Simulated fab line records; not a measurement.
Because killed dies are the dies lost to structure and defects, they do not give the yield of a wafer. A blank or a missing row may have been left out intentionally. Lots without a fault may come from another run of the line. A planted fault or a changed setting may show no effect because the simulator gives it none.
Chamber matching :: flow n5_finfet :: 4 sister chambers for N5_ILD0_LINER_00 on ald_sin-03
The step material SiNx, target thk 4 nm, pulse time 1 s, purge time 2 s. 8 wafers are shown with their chamber, then 9 later ones without.

## WAFERS WITH THEIR CHAMBER
wafer: L233.4
chamber: 2
heater_power_w (W): 958
precursor_pulse_height_rel: 1.016

wafer: L235.5
chamber: 3
heater_power_w (W): 843
precursor_pulse_height_rel: 0.985

wafer: L236.1
chamber: 3
heater_power_w (W): 843
precursor_pulse_height_rel: 0.946

wafer: L236.2
chamber: 0
heater_power_w (W): 729
precursor_pulse_height_rel: 1.029

wafer: L236.3
chamber: 2
heater_power_w (W): 931
precursor_pulse_height_rel: 1.023

wafer: L241.2
chamber: 1
heater_power_w (W): 988
precursor_pulse_height_rel: 1.005

wafer: L241.5
chamber: 1
heater_power_w (W): 979
precursor_pulse_height_rel: 0.995

wafer: L241.6
chamber: 0
heater_power_w (W): 742
precursor_pulse_height_rel: 0.991

## WAFERS WITHOUT THEIR CHAMBER
wafer: L245.1
heater_power_w (W): 994
precursor_pulse_height_rel: 1.004

wafer: L245.3
heater_power_w (W): 741
precursor_pulse_height_rel: 1.014

wafer: L245.6
heater_power_w (W): 949
precursor_pulse_height_rel: 1.034

wafer: L248.1
heater_power_w (W): 993
precursor_pulse_height_rel: 0.989

wafer: L248.2
heater_power_w (W): 954
precursor_pulse_height_rel: 1.028

wafer: L248.6
heater_power_w (W): 980
precursor_pulse_height_rel: 0.965

wafer: L250.1
heater_power_w (W): 964
precursor_pulse_height_rel: 1.012

wafer: L250.2
heater_power_w (W): 857
precursor_pulse_height_rel: 1.009

wafer: L250.3
heater_power_w (W): 762
precursor_pulse_height_rel: 0.986

## EACH ONE'S CHAMBER
wafer: L245.1
from the rows above: 1
in truth: 1

wafer: L245.3
from the rows above: 0
in truth: 0

wafer: L245.6
from the rows above: 2
in truth: 2

wafer: L248.1
from the rows above: 1
in truth: 1

wafer: L248.2
from the rows above: 2
in truth: 2

wafer: L248.6
from the rows above: 1
in truth: 1

wafer: L250.1
from the rows above: can't be placed: 2 or 1
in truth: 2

wafer: L250.2
from the rows above: 3
in truth: 3

wafer: L250.3
from the rows above: 0
in truth: 0
Correctly placed: 8 of 9. Unplaceable from these rows: 1, with the true chamber sitting among the candidates in 1. 0 placed wrongly.
How it was worked out, from the rows above alone: a wafer's distance from a chamber is the root of the sum, over the readings, of the square of ((its reading less the chamber's mean) divided by the reading's scatter). The wafer belongs to the nearest chamber; if the next one is less than 2 further off, it can't be placed. A chamber's mean is the mean of its shown wafers. The scatter is the square root of a quotient: the sum, over the shown wafers, of each reading's squared deviation from its chamber's mean, divided by wafers minus chambers.
